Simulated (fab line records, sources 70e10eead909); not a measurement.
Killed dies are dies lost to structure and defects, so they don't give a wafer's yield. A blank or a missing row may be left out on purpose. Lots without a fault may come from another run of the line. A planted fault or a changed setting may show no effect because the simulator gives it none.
One fault seen from 2 desks | flow nand_harc | each desk has only its own numbers; what lay behind them comes last

THE METROLOGY DESK
What the gauges read, lot by lot, whatever tool the lot ran on: means of the sampled wafers that have a number. A lot is out of limits, marked OUT, if its mean lies more than 4 standard deviations from the usual mean; the brackets give that distance.
Columns: A = thk_nm at NHARC_A_ONON_D1_THK_MEAS_18, usual 1001 nm; B = cd_nm at NHARC_A_CHANNEL_HOLE_D1_CD_MEAS_10, usual 99.8 nm
lot  | first seen here | A             | B
L512 | day 8 07:13     | 995           | 100.0
L514 | day 8 12:25     | 1008          | 99.8
L513 | day 8 12:29     | 997           | 99.9
L519 | day 9 11:27     | 1002          | 99.4
L522 | day 10 02:10    | 828 (-14) OUT | 99.3
L524 | day 11 05:58    | 1018          | 99.6
L523 | day 11 05:59    | 832 (-14) OUT | 100.1
L527 | day 11 22:08    | 1016          | 99.6
L528 | day 12 01:34    | 1021          | 99.6
L529 | day 12 01:35    | 996           | 100.3
L534 | day 13 08:46    | 986           | 100.0
L535 | day 13 18:43    | 989           | 99.8
This desk's finding: out of limits on L522, L523; first on L522, day 10 02:10 (thk_nm at NHARC_A_ONON_D1_THK_MEAS_18). In limits: L512, L514, L513, L519, L524, L527, L528, L529, L534, L535.

THE TOOL OWNER'S DESK: pecvd_onon-03
The tool's own readings at NHARC_A_ONON_D1_DEP_16 (target thk 1000 nm): means of the sampled wafers that have a number, for each lot that ran on this tool. A lot is out of limits, marked OUT, if its mean lies more than 4 standard deviations from the usual mean; the brackets give that distance.
Columns: A = n2o_flow_sccm at NHARC_A_ONON_D1_DEP_16, usual 1998 sccm; B = nh3_flow_sccm at NHARC_A_ONON_D1_DEP_16, usual 500.2 sccm
lot  | first seen here | A    | B
L513 | day 8 11:59     | 1996 | 498.8
L522 | day 10 01:42    | 1994 | 501.1
L523 | day 11 05:38    | 1996 | 499.8
This desk's finding: nothing out of limits on any of the 3 lots.

PUT TOGETHER
The metrology desk could have raised an alarm at day 10 02:10, on L522, L523.
The tool owner's desk saw nothing out of limits.
The tool owner's desk has L522, L523 on record, within its limits.
Of the lots named, all ran NHARC_A_ONON_D1_DEP_16 on pecvd_onon-03.

WHAT THE SIMULATOR HAD PUT IN
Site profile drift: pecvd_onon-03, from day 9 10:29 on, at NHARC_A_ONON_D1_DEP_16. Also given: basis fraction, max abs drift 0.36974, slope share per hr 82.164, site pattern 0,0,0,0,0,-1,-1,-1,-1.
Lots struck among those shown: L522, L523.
Hours from the fault's start to each desk's first reading out of limits: the metrology desk, 16.
